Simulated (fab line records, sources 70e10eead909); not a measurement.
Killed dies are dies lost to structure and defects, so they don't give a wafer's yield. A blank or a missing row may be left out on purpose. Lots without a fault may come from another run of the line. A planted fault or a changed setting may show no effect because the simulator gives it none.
Which tool did it? | flow nand_harc | 12 lots, 34 wafers sampled, at 5 steps of a route of 1302

WHAT THE GAUGES READ, wafer by wafer
NHARC_END_SORT_01.
lot  | measured     | on        | killed_at_array | killed_at_other | killed_at_periphery | killed_dies | killed_open | killed_short
L810 | day 31 02:25 | prober-02 | 69 66 674       | 5 3 1           | 1 4 2               | 75 73 677   | 0 2 4       | 0 2 2
L812 | day 31 20:02 | prober-01 | 674 74          | 0 0             | 3 14                | 677 88      | 2 0         | 1 4
L814 | day 32 20:02 | prober-01 | 87 673          | 2 3             | 1 1                 | 90 677      | 2 2         | 1 2

WHICH TOOL RAN EACH LOT (tool, then ch and the chambers of the sampled wafers, then the start)
lot  | NHARC_A_SLIT_ETCH_29               | NHARC_A_WL_FILL_ETCHBACK_04       | NHARC_A_WL_FILL_ETCHBACK_05       | NHARC_A_WL_FILL_STRIP_29
L794 | rie_diel-05 ch 0,1,3, day 19 19:40 | rie_metal-01 ch 0,1, day 20 04:16 | rie_metal-01 ch 0,1, day 20 04:26 | rie_diel-06 ch 0,1,3, day 20 14:40
L796 | rie_diel-10 ch 1,2, day 20 15:07   | rie_metal-03 ch 0,1, day 20 23:41 | rie_metal-03 ch 0,1, day 20 23:56 | rie_diel-04 ch 0,1,3, day 21 11:52
L800 | rie_diel-10 ch 0,2,3, day 21 22:00 | rie_metal-03 ch 0,1, day 22 06:33 | rie_metal-03 ch 0,1, day 22 06:47 | rie_diel-04 ch 1,2,3, day 22 17:08
L807 | rie_diel-10 ch 1,2,3, day 24 21:07 | rie_metal-02 ch 0,1, day 25 05:40 | rie_metal-02 ch 0,1, day 25 05:53 | rie_diel-04 ch 1,2, day 25 19:52
L805 | rie_diel-09 ch 0,1,2, day 24 22:43 | rie_metal-03 ch 0,1, day 25 07:16 | rie_metal-03 ch 1, day 25 07:31   | rie_diel-06 ch 2,3, day 25 19:51
L808 | rie_diel-10 ch 0,1, day 25 18:40   | rie_metal-01 ch 0,1, day 26 03:14 | rie_metal-01 ch 0,1, day 26 03:27 | rie_diel-06 ch 0,2,3, day 26 15:03
L809 | rie_diel-09 ch 1,2,3, day 25 18:49 | rie_metal-02 ch 0,1, day 26 03:13 | rie_metal-02 ch 1, day 26 03:28   | rie_diel-04 ch 0,1,3, day 26 13:42
L810 | rie_diel-09 ch 0,1,2, day 26 19:20 | rie_metal-02 ch 0,1, day 27 03:49 | rie_metal-02 ch 0,1, day 27 04:03 | rie_diel-13 ch 0,3, day 27 14:20
L811 | rie_diel-05 ch 0,1,2, day 27 08:42 | rie_metal-01 ch 0,1, day 27 17:19 | rie_metal-01 ch 0, day 27 17:34   | rie_diel-04 ch 0,1, day 28 03:34
L812 | rie_diel-09 ch 1, day 27 09:53     | rie_metal-02 ch 0,1, day 27 17:21 | rie_metal-02 ch 0,1, day 27 17:34 | rie_diel-13 ch 2,3, day 28 03:32
L814 | rie_diel-05 ch 0,2, day 28 06:33   | rie_metal-02 ch 0,1, day 28 15:11 | rie_metal-02 ch 0,1, day 28 15:24 | rie_diel-06 ch 0,2, day 29 01:43
L817 | rie_diel-10 ch 0,1,3, day 30 15:08 | rie_metal-01 ch 0,1, day 31 00:07 | rie_metal-01 ch 1, day 31 00:20   | rie_diel-06 ch 0,2, day 31 08:13
- NHARC_A_SLIT_ETCH_29: etches the open film in CF4/O2, target depth 100 nm, overetch 10 nm, time 55 s.
- NHARC_A_WL_FILL_ETCHBACK_04: etches the open film in NF3, target depth 60 nm, time 120 s.
- NHARC_A_WL_FILL_ETCHBACK_05: etches the open film in Cl2/BCl3, target depth 22 nm, time 60 s.
- NHARC_A_WL_FILL_STRIP_29: strips in O2, time 20 s.

WHAT THE TOOLS THEMSELVES READ (means of the sampled wafers that have a number; where no wafer has one, the mark that the record gives instead)
NHARC_A_SLIT_ETCH_29.
lot  | tool        | drypump_motor_current_A (A) | oes_product_au (a.u.) | rf_fwd_power_W (W) | rf_vpp_V (V) | showerhead_plenum_p_Torr (Torr) | throttle_valve_pct (%)
L794 | rie_diel-05 | 6.2                         | 1.001                 | 296.1              | 197.2        | 1.32                            | 13.392
L796 | rie_diel-10 | 5.0                         | 1.012                 | 297.4              | 198.5        | 1.36                            | 13.388
L800 | rie_diel-10 | 5.2                         | 1.010                 | 296.4              | 198.2        | 1.33                            | 13.396
L807 | rie_diel-10 | 5.0                         | 0.998                 | 297.1              | 199.0        | 1.35                            | 13.397
L805 | rie_diel-09 | 5.4                         | 1.010                 | 296.0              | 197.3        | 1.32                            | 13.400
L808 | rie_diel-10 | 5.2                         | 0.996                 | 296.9              | 196.6        | 1.27                            | 13.401
L809 | rie_diel-09 | 5.2                         | 1.007                 | 297.8              | 197.3        | 1.31                            | 13.405
L810 | rie_diel-09 | 5.4                         | 1.008                 | 297.7              | 197.6        | 1.32                            | 13.398
L811 | rie_diel-05 | 6.0                         | 1.000                 | 296.9              | 197.2        | 1.35                            | 13.398
L812 | rie_diel-09 | 4.7                         | 0.999                 | 298.0              | 198.5        | 1.36                            | 13.400
L814 | rie_diel-05 | 6.2                         | 1.001                 | 296.4              | 197.4        | 1.34                            | 13.399
L817 | rie_diel-10 | 5.1                         | 1.017                 | 297.1              | 196.7        | 1.30                            | 13.401

NHARC_A_WL_FILL_ETCHBACK_04.
lot  | tool         | drypump_motor_current_A (A) | oes_product_au (a.u.) | run_length_s (s)
L794 | rie_metal-01 | 5.3                         | 0.992                 | 141.5
L796 | rie_metal-03 | 6.4                         | 1.007                 | 141.8
L800 | rie_metal-03 | 6.4                         | 1.003                 | 141.8
L807 | rie_metal-02 | 5.6                         | 1.002                 | 140.7
L805 | rie_metal-03 | 6.4                         | 1.013                 | 141.7
L808 | rie_metal-01 | 5.7                         | 1.003                 | 141.6
L809 | rie_metal-02 | 5.6                         | 1.014                 | 140.8
L810 | rie_metal-02 | 5.5                         | 1.009                 | 119.9
L811 | rie_metal-01 | 5.7                         | 0.997                 | 141.6
L812 | rie_metal-02 | 5.5                         | 0.990                 | 109.4
L814 | rie_metal-02 | 5.5                         | 0.994                 | 109.5
L817 | rie_metal-01 | 5.3                         | 0.996                 | 141.4

NHARC_A_WL_FILL_ETCHBACK_05.
lot  | tool         | drypump_motor_current_A (A) | oes_product_au (a.u.) | run_length_s (s)
L794 | rie_metal-01 | 5.7                         | 0.987                 | 81.7
L796 | rie_metal-03 | 6.4                         | 1.004                 | 81.7
L800 | rie_metal-03 | 6.3                         | 1.009                 | 82.1
L807 | rie_metal-02 | 5.6                         | 1.005                 | 80.7
L805 | rie_metal-03 | 6.3                         | 0.995                 | 81.9
L808 | rie_metal-01 | 5.3                         | 1.005                 | 81.6
L809 | rie_metal-02 | 5.5                         | 1.002                 | 80.5
L810 | rie_metal-02 | 5.6                         | 1.008                 | 80.5
L811 | rie_metal-01 | 6.2                         | 1.001                 | 81.6
L812 | rie_metal-02 | 5.6                         | 0.984                 | 80.8
L814 | rie_metal-02 | 5.6                         | 0.984                 | 80.7
L817 | rie_metal-01 | 4.8                         | 1.000                 | 81.3

NHARC_A_WL_FILL_STRIP_29.
lot  | tool        | drypump_motor_current_A (A) | oes_product_au (a.u.) | rf_vpp_V (V) | showerhead_plenum_p_Torr (Torr) | throttle_valve_pct (%)
L794 | rie_diel-06 | 5.26                        | 0.992                 | 58.5         | 3.63                            | 17.038
L796 | rie_diel-04 | 5.26                        | 0.998                 | 57.7         | 3.61                            | 17.034
L800 | rie_diel-04 | 5.48                        | 0.998                 | 58.1         | 3.63                            | 17.046
L807 | rie_diel-04 | 5.40                        | 0.993                 | 59.3         | 3.70                            | 17.034
L805 | rie_diel-06 | 5.47                        | 0.991                 | 57.4         | 3.60                            | 17.035
L808 | rie_diel-06 | 5.38                        | 0.997                 | 58.0         | 3.55                            | 17.031
L809 | rie_diel-04 | 5.26                        | 1.007                 | 57.7         | 3.61                            | 17.035
L810 | rie_diel-13 | 5.17                        | 1.000                 | 56.8         | 3.32                            | 17.052
L811 | rie_diel-04 | 5.02                        | 0.996                 | 57.9         | 3.62                            | 17.025
L812 | rie_diel-13 | 5.42                        | 1.006                 | 56.2         | 3.53                            | 17.035
L814 | rie_diel-06 | 5.33                        | 0.992                 | 57.5         | 3.48                            | 17.032
L817 | rie_diel-06 | 5.34                        | 0.991                 | 58.8         | 3.46                            | 17.031

THE ANSWER, worked out from the rows above alone
Rule: what is usual is taken from the lots themselves. Put in order of their means at a reading, lots are off if they are a third of the lots or fewer, leave a main group of 4 or more, and stand apart from it by a gap of 3 or more times the standard deviation of the main group's means; of several such gaps the widest counts. A main group whose means are all the same, to the digits that the tables above print for the reading, isn't used. A lot without any number at a reading at which 4 lots or more have one is off too. The other lots that the step has rows for count as sound. The gauges are gone through in route order, then the tools' own readings, and for those a lot's mean is taken as printed above. The first step at which some lot is off is used, and at that step the reading that is off furthest; a lot without a number counts as furthest.
Off: L810, L812, L814, at NHARC_A_WL_FILL_ETCHBACK_04 (run_length_s). The main group: mean 141.4 s, standard deviation 0.39.
A tool fits if, at that step or a process step before it, it ran every lot that is off, and no sound lot after the first of them. One fits: rie_metal-02 at NHARC_A_WL_FILL_ETCHBACK_04. Its last sound lot is L809 (day 26 03:13), its first lot that is off L810 (day 27 03:49): a fault that began between those two fits.
The tool's own readings at NHARC_A_WL_FILL_ETCHBACK_04 bear it out: on the lots that are off they differ by more than 5 times the standard deviation of the sound lots' means. run_length_s reads 112.9 s there against 141.4 s on the sound lots.

WHAT THE SIMULATOR HAD PUT IN
Process parameter drift: rie_metal-02, from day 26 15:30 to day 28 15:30, at NHARC_A_WL_FILL_ETCHBACK_04. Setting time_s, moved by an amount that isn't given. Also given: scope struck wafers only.
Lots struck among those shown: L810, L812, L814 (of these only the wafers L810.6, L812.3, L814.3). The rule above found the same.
